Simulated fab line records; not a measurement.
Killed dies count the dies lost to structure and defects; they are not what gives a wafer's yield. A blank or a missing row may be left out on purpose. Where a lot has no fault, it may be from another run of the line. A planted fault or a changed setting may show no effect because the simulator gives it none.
Chamber matching + flow n5Finfet + N5_FIN_SAQP_ETCH_67 on rieDiel-02: 4 sister chambers
The step etches SiNx in CH3F/O2, target depth 30 nm. 20 wafers are shown with their chamber, then 10 later ones without.

== WAFERS WITH THEIR CHAMBER ==
| wafer  | chamber | throttleValvePct (%) | rfVppV (V) | showerheadPlenumPTorr (Torr) |
|--------|---------|----------------------|------------|------------------------------|
| L074.1 | 3       | 16.5                 | 300        | 2.02                         |
| L074.2 | 2       | 16.3                 | 313        | 1.98                         |
| L074.5 | 0       | 16.8                 | 299        | 1.96                         |
| L076.1 | 3       | 16.5                 | 300        | 2.02                         |
| L076.2 | 0       | 16.8                 | 298        | 1.96                         |
| L076.3 | 1       | 15.7                 | 297        | 1.94                         |
| L081.1 | 3       | 16.6                 | 299        | 2.01                         |
| L081.3 | 0       | 16.8                 | 298        | 1.96                         |
| L081.6 | 3       | 16.6                 | 299        | 2.01                         |
| L082.1 | 3       | 16.6                 | 300        | 2.01                         |
| L082.3 | 2       | 16.3                 | 315        | 1.98                         |
| L082.4 | 1       | 15.7                 | 298        | 1.94                         |
| L083.2 | 0       | 16.9                 | 296        | 1.96                         |
| L083.3 | 2       | 16.3                 | 313        | 1.98                         |
| L083.6 | 1       | 15.7                 | 298        | 1.94                         |
| L086.3 | 3       | 16.6                 | 300        | 2.01                         |
| L086.4 | 0       | 16.9                 | 299        | 1.95                         |
| L086.5 | 1       | 15.8                 | 298        | 1.93                         |
| L087.3 | 0       | 16.9                 | 298        | 1.95                         |
| L087.4 | 1       | 15.8                 | 299        | 1.93                         |

SIGNATURES (averages over the wafers above)
| reading               | chamber 0 | chamber 1 | chamber 2 | chamber 3 | scatter within a chamber |
|-----------------------|-----------|-----------|-----------|-----------|--------------------------|
| throttleValvePct      | 16.850    | 15.740    | 16.300    | 16.567    | 0.0502                   |
| rfVppV                | 298.00    | 298.00    | 313.67    | 299.67    | 0.866                    |
| showerheadPlenumPTorr | 1.9567    | 1.9360    | 1.9800    | 2.0133    | 0.00492                  |
Rule: for a wafer and a chamber, the distance is found by dividing, reading by reading, the gap between the wafer's reading and the chamber's mean by the reading's scatter, squaring, summing and taking the root. The wafer belongs to the nearest chamber; if the next one is less than 2 further off, it can't be placed. The scatter: the root of (the sum of the squares of (reading less its chamber's mean) over the shown wafers, divided by (wafers less chambers)).

== WAFERS MISSING THEIR CHAMBER ==
| wafer  | throttleValvePct (%) | rfVppV (V) | showerheadPlenumPTorr (Torr) |
|--------|----------------------|------------|------------------------------|
| L087.5 | 16.6                 | 301        | 2.01                         |
| L091.1 | 15.8                 | 314        | 1.97                         |
| L091.3 | 16.4                 | 297        | 1.95                         |
| L091.6 | 16.4                 | 299        | 1.95                         |
| L092.1 | 16.6                 | 301        | 2.00                         |
| L092.2 | 15.8                 | 299        | 1.93                         |
| L092.5 | 16.4                 | 297        | 1.95                         |
| L095.4 | 16.6                 | 298        | 2.00                         |
| L095.5 | 15.8                 | 313        | 1.97                         |
| L095.6 | 15.8                 | 299        | 1.93                         |

== EACH ONE'S CHAMBER ==
| wafer  | from the rows above | in truth |
|--------|---------------------|----------|
| L087.5 | 3                   | 3        |
| L091.1 | 2                   | 2        |
| L091.3 | 0                   | 0        |
| L091.6 | 0                   | 0        |
| L092.1 | 3                   | 3        |
| L092.2 | 1                   | 1        |
| L092.5 | 0                   | 0        |
| L095.4 | 3                   | 3        |
| L095.5 | 2                   | 2        |
| L095.6 | 1                   | 1        |
10 of 10 placed correctly. Number that these rows cannot place: 0. Placed wrongly: 0.
